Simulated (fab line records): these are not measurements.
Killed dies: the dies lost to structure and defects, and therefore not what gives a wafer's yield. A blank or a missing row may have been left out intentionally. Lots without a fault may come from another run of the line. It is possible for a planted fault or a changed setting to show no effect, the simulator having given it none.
fab line records	flow n5_finfet
record: lots: 10	wafers: 30	last_day: 17
route steps=1938 shown BEOL_M0_SAQP@663 BEOL_M4@1111 PASSIVATION@1936
lots untouched by any fault: they come from a run of this same line in which no faults occurred
start_h: hours from the record's first day to the start of the lot's first wafer shown	wait_h: how many hours have passed since the lot's step before this one	" unchanged from the row above	L1.1+2: a row that stands for several wafers	- no value, or no start given	* or withheld: withheld	< > ~ a bound
route shown NAME@n: names a module that has steps shown in the file, with the first one's number in the route	usual: average and standard deviation across the fault-free wafers	same: alike in all rows	chamber/n: place in a boat	sites: per-site readings	_std_site: standard deviation of those values	_edge_site: inner sites' mean taken away from outer sites' mean	radius_mm: for every site, how far away it sits from the centre of the wafer	mask NAME#n: copy n	behind: the most recent tool/chamber to have shaped the wafer	hold: reason for holding the lot/hours on hold/outcome of the hold	device: which transistor (n, p or np) failed to switch	end of line: at the end of the route, the tests of the same wafers	where a step has no rows: the recipe by itself	killed: dies that structure and defects cost at the first sort, which is not the same as the wafer's yield	map: the dies of a wafer, with x for killed, . for not killed, _ for no die there
set.NAME: the setting that was run; set.NAME@STEP: the one run at that earlier step	model.NAME: the simulator's own value behind a step, which no gauge read
route steps across a sampled set of lots; one table per step, one row per wafer
services: the hour from which a tool's chamber was out of use, counted from the record's first day as start_h (under 0 if before that day), plus the number of hours and why
== steps ==
step: N5_BEOL_M0_SAQP_SPACER1_ALD_98
recipe: material: SiO2	target_thk_a: 128	temp_c: 300	ald_precursor_family: BDEAS	ald_co_reactant: O2-plasma	pulse_time_s: 1	purge_time_s: 2	co_reactant_purge_time_s: 2	ald_cycles: 138	pressure_torr: 2
usual: heater_power_outer_w: 274/26	heater_power_w: 484/42	precursor_pulse_height_rel: 1.001/0.019
lot.wafer	tool	chamber	start_h	wait_h	heater_power_outer_w	heater_power_w	precursor_pulse_height_rel
L424.2	ald_sin-02	2	113.87	0.3	325	535	0.967
L424.4	"	3	"	"	245	437	0.992
L424.6	"	3	"	"	246	426	0.998
L427.2	ald_sin-01	3	135.43	0.3	275	540	1.001
L427.3	"	1	"	"	304	549	0.997
L427.5	"	3	"	"	277	527	0.988
L430.2	ald_sin-01	2	151.23	0.3	248	449	0.993
L430.3	"	0	"	"	277	456	1.017
L430.5	"	0	"	"	282	455	1.029
L433.2	ald_sin-01	2	167.15	0.5	249	458	0.984
L433.4	"	3	"	"	281	537	1.014
L433.6	"	2	"	"	251	462	1.000
L434.1	ald_sin-03	0	180.33	0.5	281	494	0.991
L434.4	"	0	"	"	276	492	0.991
L434.5	"	3	"	"	282	521	1.000
L436.1	ald_sin-02	3	187.23	0.6	242	439	0.966
L436.2	"	2	"	"	325	547	0.975
L436.5	"	0	"	"	266	471	1.028
L437.2	ald_sin-02	2	191.14	0.8	324	535	1.037
L437.3	"	1	"	"	252	445	1.001
L437.5	"	1	"	"	257	444	0.961
L441.1	ald_sin-01	2	218.65	0.4	245	451	1.011
L441.5	"	3	"	"	268	534	1.015
L441.6	"	0	"	"	295	485	1.008
L442.2	ald_sin-03	1	223.17	0.3	291	481	1.005
L442.4	"	0	"	"	275	492	0.992
L442.6	"	3	"	"	289	506	0.996
L443.2	ald_sin-02	1	227.25	0.3	252	436	1.028
L443.5	"	3	"	"	239	427	1.013
L443.6	"	2	"	"	334	538	1.001
step: N5_BEOL_M0_SAQP_MANDREL2_REMOVE_110
recipe: chemistry: HBr/Cl2/O2	bt_time_s: 10	target: a-Si	stop_on: SiCN	endpoint: OES-SiCl	over_etch_frac: 1	icp_w: 600	bias_w: 30	HBr_flow_sccm: 150	Cl2_flow_sccm: 80	O2_flow_sccm: 5	pressure_mtorr: 10
usual: drypump_motor_current_A: 6.0/0.39	mfc_cl2_sccm: 79.99/0.23	oes_product_au: 0.993/0.012	throttle_valve_pct: 36.62/0.25
lot.wafer	tool	chamber	start_h	wait_h	drypump_motor_current_A	mfc_cl2_sccm	oes_product_au	rf_hours_counter_h	throttle_valve_pct
L424.2	rie_si-03	0	118.27	0.1	6.0	79.87	1.003	192	36.53
L424.4	"	1	"	"	6.3	80.09	0.976	120	36.33
L424.6	"	2	"	"	5.8	79.90	0.991	-	36.61
L427.2	rie_si-02	1	137.75	0.1	5.5	79.94	0.985	149	36.57
L427.3	"	3	"	"	6.5	80.26	0.998	106	37.21
L427.5	"	2	"	"	6.7	80.09	1.001	-	36.60
L430.2	rie_si-02	0	154.02	0.1	6.0	80.01	0.996	4	36.66
L430.3	"	1	"	"	5.5	80.63	0.998	150	36.56
L430.5	"	1	"	"	5.5	79.99	0.990	-	36.59
L433.2	rie_si-01	0	169.95	0.1	6.0	80.18	0.994	87	36.93
L433.4	"	2	"	"	6.3	80.04	1.013	-	36.55
L433.6	"	0	"	"	6.0	79.98	0.984	-	36.91
L434.1	rie_si-02	2	183.38	0.1	6.6	79.85	1.001	88	36.62
L434.4	"	1	"	"	5.5	80.23	0.992	150	36.57
L434.5	"	2	"	"	6.6	79.93	0.998	-	36.61
L436.1	rie_si-01	1	191.54	0.1	5.8	80.11	0.999	167	36.47
L436.2	"	3	"	"	6.2	79.61	0.981	0	37.03
L436.5	"	2	"	"	6.2	79.46	0.993	-	36.53
L437.2	rie_si-01	2	193.98	0.1	6.3	80.00	0.992	133	36.54
L437.3	"	3	"	"	6.2	80.16	0.969	0	37.03
L437.5	"	0	"	"	6.0	80.16	0.978	-	36.91
L441.1	rie_si-02	2	221.29	0.1	6.7	79.87	1.003	89	36.59
L441.5	"	0	"	"	6.0	80.13	1.017	-	36.68
L441.6	"	3	"	"	6.5	80.00	1.009	-	37.19
L442.2	rie_si-02	2	225.53	0.1	6.7	80.24	1.007	89	36.60
L442.4	"	0	"	"	6.1	80.38	1.003	6	36.66
L442.6	"	3	"	"	6.5	80.12	1.012	-	37.20
L443.2	rie_si-02	1	229.68	0.1	5.5	80.06	0.992	151	36.56
L443.5	"	1	"	"	5.5	79.71	0.995	-	36.57
L443.6	"	2	"	"	6.7	80.23	1.000	-	36.61
step: N5_BEOL_M0_SAQP_COAT_34
recipe: resist: CAR-EUV	spin_rpm: 1500	resist_thk_nm: 30
usual: spin_speed_rpm: 1500.2/1
lot.wafer	tool	chamber	start_h	wait_h	spin_speed_rpm
L424.2	litho_track-01	0	118.42	-	1498.6
L424.4	"	0	"	"	1499.5
L424.6	"	0	"	"	1498.4
L427.2	litho_track-02	0	137.91	-	1502.0
L427.3	"	0	"	"	1499.7
L427.5	"	0	"	"	1501.5
L430.2	litho_track-05	0	154.17	-	1500.6
L430.3	"	0	"	"	1500.2
L430.5	"	0	"	"	1500.1
L433.2	litho_track-05	0	170.10	-	1500.6
L433.4	"	0	"	"	1499.5
L433.6	"	0	"	"	1499.1
L434.1	litho_track-02	0	183.54	-	1499.6
L434.4	"	0	"	"	1502.3
L434.5	"	0	"	"	1500.9
L436.1	litho_track-01	0	191.69	-	1499.3
L436.2	"	0	"	"	1498.9
L436.5	"	0	"	"	1499.4
L437.2	litho_track-05	0	194.13	-	1263.0
L437.3	"	0	"	"	1261.8
L437.5	"	0	"	"	1262.3
L441.1	litho_track-05	0	221.44	-	1264.2
L441.5	"	0	"	"	1262.1
L441.6	"	0	"	"	1263.2
L442.2	litho_track-02	0	225.68	-	1500.6
L442.4	"	0	"	"	1500.1
L442.6	"	0	"	"	1501.2
L443.2	litho_track-02	0	229.83	-	1498.9
L443.5	"	0	"	"	1502.1
L443.6	"	0	"	"	1501.4
step: N5_BEOL_M0_SAQP_INSPECT_42
recipe: mode: adi	inspect_instrument: brightfield
usual: raw_defect_count: 289/73
lot.wafer	tool	chamber	start_h	wait_h	raw_defect_count
L424.2	defect_inspect-02	-	118.77	0.0	267
L424.4	"	-	"	"	277
L424.6	"	-	"	"	354
L427.2	defect_inspect-01	-	138.26	0.0	205
L427.3	"	-	"	"	280
L427.5	"	-	"	"	208
L430.2	defect_inspect-01	-	154.65	0.0	270
L430.3	"	-	"	"	261
L430.5	"	-	"	"	182
L433.2	defect_inspect-02	-	170.58	0.0	269
L433.4	"	-	"	"	278
L433.6	"	-	"	"	163
L434.1	defect_inspect-02	-	183.89	0.1	293
L434.4	"	-	"	"	329
L434.5	"	-	"	"	228
L436.1	defect_inspect-01	-	192.18	0.1	265
L436.2	"	-	"	"	165
L436.5	"	-	"	"	243
L437.2	defect_inspect-02	-	194.61	0.0	348
L437.3	"	-	"	"	312
L437.5	"	-	"	"	425
L441.1	defect_inspect-01	-	221.80	0.1	245
L441.5	"	-	"	"	198
L441.6	"	-	"	"	403
L442.2	defect_inspect-02	-	226.05	0.0	261
L442.4	"	-	"	"	301
L442.6	"	-	"	"	425
L443.2	defect_inspect-01	-	230.18	0.0	276
L443.5	"	-	"	"	373
L443.6	"	-	"	"	196
step: N5_BEOL_M4_RC_MEAS_101
usual: DIBL_N: 36.4/1.4	DIBL_P: 36.4/1.5	IOFF_N: 0.156/0.022	IOFF_P: 0.210/0.023	ION_N: 675/9.1	ION_P: 463/5.7	SS_N: 71.6/0.45	SS_P: 73.3/0.56	VT_N: 250/3.1	VT_P: -250.3/2.3
lot.wafer	tool	chamber	start_h	wait_h	DIBL_N[mV/V]	DIBL_P[mV/V]	IOFF_N[nA/um]	IOFF_P[nA/um]	ION_N[uA/um]	ION_P[uA/um]	SS_N[mV/dec]	SS_P[mV/dec]	VT_N[mV]	VT_P[mV]
L424.2	prober-01	0	202.31	0.2	36.4	38.4	0.172	0.220	680	464	71.4	73.1	248	-247.6
L424.4	"	0	"	"	34.4	36.0	0.147	0.183	676	466	71.8	73.3	251	-254.1
L424.6	"	0	"	"	35.7	37.3	0.159	0.201	680	463	71.4	73.2	252	-251.3
L427.2	prober-01	0	221.91	0.2	34.3	35.6	0.126	0.196	674	469	70.8	72.6	250	-251.6
L427.3	"	0	"	"	34.1	34.4	0.120	0.192	677	472	71.4	72.4	254	-249.2
L427.5	"	0	"	"	35.5	36.1	0.141	0.218	673	472	71.5	73.1	248	-245.6
L430.2	prober-02	0	234.52	0.2	37.4	37.3	0.160	0.195	667	455	71.1	73.6	248	-254.0
L430.3	"	0	"	"	37.6	37.7	0.155	0.200	667	455	71.7	73.8	253	-252.8
L430.5	"	0	"	"	37.8	37.5	0.163	0.206	670	464	71.4	73.9	249	-251.3
L433.2	prober-02	0	257.10	0.2	37.6	37.8	0.163	0.190	677	453	72.0	73.5	249	-252.8
L433.4	"	0	"	"	38.0	38.8	0.179	0.210	678	461	72.1	73.9	250	-250.8
L433.6	"	0	"	"	37.2	37.7	0.159	0.185	670	452	71.9	73.5	249	-255.0
L434.1	prober-02	0	264.69	0.0	34.5	34.7	0.114	0.184	654	456	71.6	72.0	259	-250.2
L434.4	"	0	"	"	36.2	36.8	0.140	0.209	658	456	72.5	73.3	254	-248.9
L434.5	"	0	"	"	36.8	37.5	0.153	0.223	669	466	72.0	72.7	254	-249.1
L436.1	prober-01	0	275.01	0.0	39.9	36.8	0.185	0.245	683	464	70.8	73.8	248	-249.2
L436.2	"	0	"	"	36.8	32.7	0.114	0.179	657	461	70.9	72.2	254	-251.9
L436.5	"	0	"	"	38.7	35.2	0.155	0.214	676	465	71.2	73.6	250	-249.4
L437.2	prober-02	0	278.18	0.2	34.3	34.7	0.131	0.183	677	454	71.0	72.3	253	-253.8
L437.3	"	0	"	"	34.9	35.8	0.144	0.193	670	459	72.1	73.5	251	-255.0
L437.5	"	0	"	"	35.4	36.5	0.149	0.196	668	457	71.8	73.2	254	-253.3
L441.1	prober-02	0	306.09	0.0	39.0	37.6	0.191	0.251	683	470	72.0	73.5	250	-247.7
L441.5	"	0	"	"	37.2	35.8	0.156	0.227	678	469	71.0	73.2	251	-247.3
L441.6	"	0	"	"	37.0	35.3	0.150	0.210	674	462	71.3	73.4	253	-249.9
L442.2	prober-02	0	311.12	0.2	34.7	36.0	0.134	0.192	678	465	71.1	72.3	252	-251.0
L442.4	"	0	"	"	34.6	35.4	0.130	0.187	661	459	71.7	72.1	251	-251.1
L442.6	"	0	"	"	33.9	34.7	0.116	0.168	665	456	71.0	72.4	254	-252.2
L443.2	prober-02	0	315.48	0.2	35.8	35.7	0.152	0.211	673	468	71.3	73.6	252	-248.7
L443.5	"	0	"	"	34.8	34.3	0.131	0.188	672	465	71.2	73.3	251	-250.2
L443.6	"	0	"	"	35.5	35.9	0.142	0.224	673	467	71.6	73.2	252	-248.7
step: N5_PASSIVATION_PROBE_49
usual: defect_limited_yield: 91.5/1.3	killed_at_M0_to_M3: 33/10	killed_at_M4_up: 13/4	killed_at_contacts: 12/6.3	killed_at_front_end: 39/11	killed_at_other: 3.4/2.6	killed_dies: 100/15	killed_open: 65/11	killed_short: 34/7.8	sort_bin_5_function: 5.0/0.89	sort_bin_6_memory: 3.2/0.58	sort_n_pass: 1080/15	sort_yield_pct: 91.5/1.3
same: gross_dies: 1180	killed_at_back_side: 0	sort_bin_4_leakage[%]: 0	sort_bin_8_speed[%]: 0
lot.wafer	tool	chamber	start_h	wait_h	defect_limited_yield[%]	killed_at_M0_to_M3	killed_at_M4_up	killed_at_contacts	killed_at_front_end	killed_at_other	killed_dies	killed_open	killed_short	sort_bin_5_function[%]	sort_bin_6_memory[%]	sort_n_pass	sort_yield_pct[%]
L437.3	prober-01	-	392.56	0.1	91.4	32	12	16	39	3	102	67	32	4.6	3.6	1078	91.4
killed by level:class
L437.3 MOL_CONTACT_COAG:geometric_particle:open=13 STI_FIN_REVEAL:geometric_particle:open=10 BEOL_M4:geometric_particle:open=9 FIN_SAQP:geometric_particle:open=8 BEOL_M0_SAQP:geometric_particle:short=8 BEOL_M3:geometric_particle:open=7 FIN_SAQP:geometric_particle:short=6 BEOL_M0_SAQP:geometric_particle:open=4
== services ==
tool	chamber	start_h	hours	kind
litho_track-01	-	107.62	-	consumable_replace:filter
ald_sin-01	3	111.50	1.7	repair
ald_sin-01	3	118.03	6.7	repair
litho_track-01	-	138.60	-	consumable_replace:filter
ald_sin-03	2	156.64	36.8	repair
rie_si-01	3	168.75	4.6	repair
rie_si-03	0	169.96	4.0	repair
ald_sin-01	-	177.36	14.0	pm
ald_sin-01	0	177.36	14.0	vent_cycle
ald_sin-01	1	177.36	14.0	vent_cycle
ald_sin-01	2	177.36	14.0	vent_cycle
ald_sin-01	3	177.36	14.0	vent_cycle
litho_track-05	-	181.18	-	consumable_replace:filter
ald_sin-01	-	191.36	6.1	pm
ald_sin-01	0	191.36	-	clean
ald_sin-01	1	191.36	-	clean
ald_sin-01	2	191.36	-	clean
ald_sin-01	3	191.36	-	clean
rie_si-02	1	212.05	2.2	repair
ald_sin-03	2	213.12	2.6	repair
ald_sin-01	0	221.18	1.7	repair
rie_si-03	1	223.40	4.2	repair
== key ==
first_sign: step: N5_BEOL_M0_SAQP_COAT_34	reading: spin_speed_rpm	direction: down	sigmas: 99+	usual: *	struck: *
effect none on later readings
met_at N5_BEOL_M0_SAQP_COAT_34
struck_lots L437,L441
not_acting_at N5_BEOL_M0_SAQP_SPACER1_ALD_98,N5_BEOL_M0_SAQP_MANDREL2_REMOVE_110,N5_BEOL_M0_SAQP_INSPECT_42
onset_between 170.10 194.13
fault: kind: process_parameter_drift	tool: litho_track-05	chamber: -	onset_h: 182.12	steps: N5_BEOL_M0_SAQP_COAT_34	channel: spin_rpm	offset: *	shape: step	end_h: 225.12	acts_in: *	stated: *
